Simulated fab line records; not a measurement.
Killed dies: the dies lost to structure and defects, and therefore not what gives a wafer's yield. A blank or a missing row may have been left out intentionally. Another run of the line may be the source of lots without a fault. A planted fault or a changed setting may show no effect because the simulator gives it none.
Chamber matching / flow n5-finfet / 3 sister chambers for N5_BEOL_M12_DEP_53 on pecvd-01
The step deposits SiCN from 3MS/NH3, target thk 30 nm, time 10.5 s. 6 wafers are shown with their chamber, then 10 later ones without.

## EACH WAFER AND ITS CHAMBER
wafer=L081.6; chamber=1; throttle-valve-pct (%)=18.4; showerhead-plenum-p-Torr (Torr)=4.159
wafer=L082.6; chamber=2; throttle-valve-pct (%)=18.0; showerhead-plenum-p-Torr (Torr)=4.165
wafer=L087.4; chamber=0; throttle-valve-pct (%)=17.5; showerhead-plenum-p-Torr (Torr)=4.182
wafer=L087.5; chamber=2; throttle-valve-pct (%)=18.5; showerhead-plenum-p-Torr (Torr)=4.181
wafer=L092.1; chamber=1; throttle-valve-pct (%)=18.8; showerhead-plenum-p-Torr (Torr)=4.159
wafer=L092.4; chamber=0; throttle-valve-pct (%)=17.8; showerhead-plenum-p-Torr (Torr)=4.177

## WAFERS WITHOUT THEIR CHAMBER
wafer=L092.6; throttle-valve-pct (%)=18.1; showerhead-plenum-p-Torr (Torr)=4.154
wafer=L094.1; throttle-valve-pct (%)=17.9; showerhead-plenum-p-Torr (Torr)=4.173
wafer=L094.2; throttle-valve-pct (%)=17.4; showerhead-plenum-p-Torr (Torr)=4.157
wafer=L094.5; throttle-valve-pct (%)=18.2; showerhead-plenum-p-Torr (Torr)=4.164
wafer=L093.3; throttle-valve-pct (%)=18.0; showerhead-plenum-p-Torr (Torr)=4.161
wafer=L093.4; throttle-valve-pct (%)=18.9; showerhead-plenum-p-Torr (Torr)=4.152
wafer=L093.5; throttle-valve-pct (%)=17.3; showerhead-plenum-p-Torr (Torr)=4.174
wafer=L096.1; throttle-valve-pct (%)=18.1; showerhead-plenum-p-Torr (Torr)=4.166
wafer=L096.2; throttle-valve-pct (%)=18.5; showerhead-plenum-p-Torr (Torr)=4.161
wafer=L096.6; throttle-valve-pct (%)=18.9; showerhead-plenum-p-Torr (Torr)=4.168

## WHICH CHAMBER EACH WENT THROUGH
wafer=L092.6; from the rows above=can't be placed: 1 or 2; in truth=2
wafer=L094.1; from the rows above=can't be placed: 2 or 0 or 1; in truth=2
wafer=L094.2; from the rows above=can't be placed: 0 or 2 or 1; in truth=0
wafer=L094.5; from the rows above=can't be placed: 2 or 1 or 0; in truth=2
wafer=L093.3; from the rows above=can't be placed: 2 or 1 or 0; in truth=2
wafer=L093.4; from the rows above=1; in truth=1
wafer=L093.5; from the rows above=can't be placed: 0 or 2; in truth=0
wafer=L096.1; from the rows above=can't be placed: 2 or 1 or 0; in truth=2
wafer=L096.2; from the rows above=can't be placed: 1 or 2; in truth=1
wafer=L096.6; from the rows above=can't be placed: 1 or 2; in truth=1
Placed correctly: 1 of 10. Can't be placed from these rows: 9 (the true chamber is among the candidates in 9). Wrongly placed: 0.
How it was worked out, from the rows above alone: a wafer's distance from a chamber is the root of the sum, over the readings, of the square of ((its reading less the chamber's mean) divided by the reading's scatter). The wafer belongs to the nearest chamber; if the next one is less than 2 further off, it can't be placed. The mean given for a chamber averages the wafers shown for that chamber. The scatter: take each reading less its chamber's mean, square it, sum over the shown wafers, divide by the number of wafers less the number of chambers, and take the root.
